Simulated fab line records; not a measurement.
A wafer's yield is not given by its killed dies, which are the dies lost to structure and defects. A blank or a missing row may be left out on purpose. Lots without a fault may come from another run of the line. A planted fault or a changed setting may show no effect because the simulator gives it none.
A struck lot beside a sound one / flow nand-harc / 14 out of 1159 route steps
Sound: the wafers L273.2, L273.4, L273.5. Struck: wafer L286.4. (L286.2, L286.5 of the same lot were not struck and are left out.) The cause comes at the end.
For every step that has rows: the tool of each side, followed by ch and its chambers, followed by its first start. Under that, the readings that differ: sound wafers / struck wafers / difference of the means / sigmas: that difference in standard deviations of wafers without a fault.
alike: same words and numbers on both sides, and readings whose means sit less than 2 such deviations apart. not compared: any withheld reading, any reading some wafer has no value for, any bound like >300 that may hide the same value, and any number with overlapping values for which the record gives no deviation.
A row with sigmas, a row that says differs or no value, or rows on one side alone: a step with any of these is where the two part. Numbers that have no deviation but don't overlap get no sigmas and don't part them. A reading that every wafer of one side lacks parts them only if that side has two wafers or more.

first, 9 steps without rows for these wafers: NHARC_THIN_TSV_PVD_24 (deposits Al, target thk 800 nm); NHARC_THIN_TSV_DEHYDRATE_25 (time 120 s); NHARC_THIN_TSV_HMDS_26 (time 30 s); NHARC_THIN_TSV_COAT_27; NHARC_THIN_TSV_SOFTBAKE_28 (time 95 s); NHARC_THIN_TSV_EBR_29; NHARC_THIN_TSV_EXPOSE_30 (exposes mask PAD); NHARC_THIN_TSV_PEB_31 (peb time 85 s); NHARC_THIN_TSV_DEVELOP_32 (time 70 s).
NHARC_THIN_TSV_CD_MEAS_33: the cd target is 5000 nm.
  sound on cd-sem-02 ch 0, day 20 00:28; struck on cd-sem-01 ch 0, day 24 02:34
  alike: cd-nm
then, 1 step without rows for these wafers: NHARC_THIN_TSV_HARDBAKE_34 (time 80 s).
NHARC_THIN_TSV_DESCUM_35: chemistry O2, time 3 s.
  sound on rie-diel-10 ch 1,2, day 20 00:37; struck on rie-diel-01 ch 0, day 24 02:44
reading=throttle-valve-pct (%); sound=11.315 11.304 11.300; struck=11.323; difference=+0.017; sigmas=+2
  alike: drypump-motor-current-A, mfc-ar-sccm, oes-product-au, rf-vpp-V, showerhead-plenum-p-Torr
  not compared: rf-hours-counter-h
NHARC_THIN_TSV_ETCH_59: etches the open film in Cl2/BCl3, target depth 880 nm, time 138.1 s.
  sound on rie-metal-02 ch 0,1, day 20 00:47; struck on rie-metal-02 ch 1, day 24 02:52
reading=oes-product-au (a.u.); sound=0.988 1.012 1.001; struck=0.922; difference=-0.078; sigmas=-9
  alike: bcl3-flow-sccm, drypump-motor-current-A, he-backside-leak-sccm, mfc-cl2-sccm, rf-fwd-power-W, throttle-valve-pct
  not compared: rf-hours-counter-h
NHARC_THIN_TSV_ETCH_36: etches the open film in Cl2/BCl3, target depth 65 nm, time 18.571 s.
  sound on rie-metal-02 ch 0,1, day 20 01:02; struck on rie-metal-02 ch 0, day 24 03:07
  alike: drypump-motor-current-A, he-backside-leak-sccm, oes-product-au
  not compared: rf-hours-counter-h

== WHERE THEY PART ==
At NHARC_THIN_TSV_DESCUM_35 first; at NHARC_THIN_TSV_ETCH_59 last (within this record only). Later steps at which nothing parts them and some readings are alike: NHARC_THIN_TSV_ETCH_36.

WHY: what had been put in by the simulator
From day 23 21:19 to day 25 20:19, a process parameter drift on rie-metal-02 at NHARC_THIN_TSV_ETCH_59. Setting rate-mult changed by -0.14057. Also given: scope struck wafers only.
